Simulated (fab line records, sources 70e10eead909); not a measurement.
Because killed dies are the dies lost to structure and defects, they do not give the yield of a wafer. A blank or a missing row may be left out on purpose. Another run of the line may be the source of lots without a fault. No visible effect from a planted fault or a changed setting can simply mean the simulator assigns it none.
A lot that was struck, set against a sound lot || flow nand_harc || 39 steps out of a route of 1159
Sound: the wafers L255.2, L255.3, L255.5. Wafers L261.1, L261.4 were the ones struck. The cause is named last.
Per side, at each step with rows, come the tool, then ch with its chambers, and then its first start. Under that, the readings that differ: sound wafers || struck wafers || difference of the means || sigmas: that difference in standard deviations of wafers without a fault.
alike: readings whose means differ by less than 2 such deviations, and words and numbers that are the same on both sides. not compared: withheld readings, readings that some wafer has no value for, bounds like >300 that may hide the same value, and numbers for which the record gives no deviation and whose values overlap.
A row with sigmas, a row that says differs or no value, or rows on one side alone: a step with any of these is where the two part. Numbers that don't overlap but have no deviation are shown without sigmas and don't part them. A reading that every wafer of one side lacks parts them only if that side has two wafers or more.

NHARC_P_CONTACT_ETCH_35: etches the open film in CF4, target depth 39 nm, time 65 s.
  sound on rie_diel-04 ch 2,3, day 6 13:01; struck on rie_diel-02 ch 1,2, day 8 18:41
  alike: chamber_pressure_mTorr, drypump_motor_current_A, oes_product_au, rf_vpp_V, showerhead_plenum_p_Torr, throttle_valve_pct
  not compared: rf_hours_counter_h
then, 1 step without rows for these wafers: NHARC_P_CONTACT_ETCH_36 (etches the open film in N2/H2, target depth 260 nm, time 406.25 s).
NHARC_P_CONTACT_ETCH_18: etches the open film in C4F8/O2/Ar, target depth 481 nm, time 240.5 s.
  sound: rie_diel-04 ch 0,2,3; struck: rie_diel-02 ch 0,3
  alike: chamber_pressure_mTorr, oes_product_au, rf_vpp_V
  not compared: rf_hours_counter_h
then, 2 steps without rows for these wafers: NHARC_P_CONTACT_STRIP_37 (strips in C4F8/O2/Ar); NHARC_P_CONTACT_ETCH_31 (etches the open film in CH3F/O2, target depth 30 nm, time 85.7 s).
NHARC_P_CONTACT_CD_MEAS_19:
  sound on cd_sem-02 at day 6 13:47; struck on cd_sem-02 at day 8 19:31
  alike: cd_nm
then, 4 steps without rows for these wafers: NHARC_P_CONTACT_STRIP_28 (strips in O2); NHARC_P_CONTACT_STRIP_29 (strips in post etch residue remover, time 1200 s); NHARC_P_CONTACT_DEGAS_38 (time 60 s); NHARC_P_CONTACT_PRE_CLEAN_39 (time 19.5 s).
NHARC_P_CONTACT_PVD_32: deposits Ti, target thk 5 nm, time 17.7 s.
  sound on pvd_sputter-03; struck on pvd_sputter-03
  alike: throttle_valve_pct
then, 1 step without rows for these wafers: NHARC_P_CONTACT_ALD_22 (deposits TiN, target thk 3 nm, pulse time 1 s, ald cycles 150).
NHARC_P_CONTACT_CVD_23: deposits W, target thk 200 nm, time 557 s.
  sound on cvd_w-02 ch 0,1, day 6 22:11; struck on cvd_w-02 ch 0, day 8 21:01
  alike: chamber_pressure_Torr, heater_power_w, throttle_valve_pct
NHARC_P_CONTACT_CMP_24: polishes, t overpolish 30 s, target thk 200 nm.
  sound on cmp-01 ch 1,2, day 6 22:50; struck on cmp-03 ch 2,3, day 8 21:37
  alike: motor_current_A, overpolish_run_s, time_to_endpoint_s
then, 10 steps without rows for these wafers: NHARC_P_CONTACT_SRD_26; NHARC_P_M0_DEHYDRATE_01 (time 120 s); NHARC_P_M0_HMDS_02 (time 30 s); NHARC_P_M0_COAT_33 (time 65 s); NHARC_P_M0_COAT_03 (resist thk 90 nm); NHARC_P_M0_SOFTBAKE_04 (time 55 s); NHARC_P_M0_EBR_05; NHARC_P_M0_EXPOSE_06 (exposes mask P M0, target cd 90 nm); NHARC_P_M0_PEB_07 (peb time 65 s); NHARC_P_M0_DEVELOP_08 (develop time 35 s).
NHARC_P_M0_CD_MEAS_09: target cd 90 nm.
  sound on cd_sem-01 ch 0, day 7 00:01; struck on cd_sem-01 ch 0, day 9 01:40
  alike: cd_nm
NHARC_P_M0_OVL_MEAS_10: pitch 180 nm.
  sound on overlay-01 at day 7 00:05; struck on overlay-01 at day 9 01:45
  alike: overlay_x_nm, overlay_y_nm
then, 2 steps without rows for these wafers: NHARC_P_M0_ETCH_34 (etches the open film in N2/H2, target depth 40 nm, overetch 12 nm, time 43.94 s); NHARC_P_M0_ETCH_15 (etches the open film in C4F8/Ar, target depth 150 nm, overetch 15 nm, time 82.5 s).
NHARC_P_M0_CD_MEAS_16:
  sound on cd_sem-03 at day 7 00:31; struck on cd_sem-03 at day 9 04:06
  alike: cd_nm
then, 3 steps without rows for these wafers: NHARC_P_M0_STRIP_18 (strips in N2/H2); NHARC_P_M0_STRIP_19 (strips in post etch residue remover, time 600 s); NHARC_P_M0_DEGAS_28 (time 60 s).
NHARC_P_M0_PRE_CLEAN_29: time 30 s.
  sound on pvd_sputter-03; struck on pvd_sputter-01
{"reading": "heater_power_w (W)", "sound": "431 471 471", "struck": "343 395", "difference": -89, "sigmas": -2}
then, 4 steps without rows for these wafers: NHARC_P_M0_PVD_20 (deposits TaN, target thk 5 nm, time 8.06 s); NHARC_P_M0_PVD_21 (deposits Cu, target thk 30 nm, time 20.49 s); NHARC_P_M0_ECD_22 (material Cu, target thk 400 nm); NHARC_P_M0_ANNEAL_30 (time 90 s).
-- the record jumps here: 3 days lie between the struck wafers' starts before and after (it left off in module P_M0 and takes up again in module A_CHANNEL_HOLE_D1, whose first step shown is number 465 of the route) --
NHARC_A_CHANNEL_HOLE_D1_DESCUM_15: chemistry O2, time 3 s.
  sound on rie_diel-10 ch 2,3, day 9 08:24; struck on rie_diel-05 ch 0,3, day 12 08:42
  alike: chamber_pressure_mTorr, drypump_motor_current_A, oes_product_au, rf_vpp_V, showerhead_plenum_p_Torr, throttle_valve_pct
  not compared: rf_hours_counter_h, model.A_CHANNEL_HOLE_D1.cd_nm
-- record jumps: 12 days between struck wafers' starts before vs after; left off in module A_CHANNEL_HOLE_D1, resumes in module END, first step shown is number 1159 of the route --
NHARC_END_SORT_01:
  the record has rows for the struck wafers here (prober-02 ch 0, day 24 05:57) and none for the sound ones

== WHERE THEY PART ==
Last at NHARC_END_SORT_01 as far as this record goes, first at NHARC_P_M0_PRE_CLEAN_29.

WHY: what had been put in by the simulator
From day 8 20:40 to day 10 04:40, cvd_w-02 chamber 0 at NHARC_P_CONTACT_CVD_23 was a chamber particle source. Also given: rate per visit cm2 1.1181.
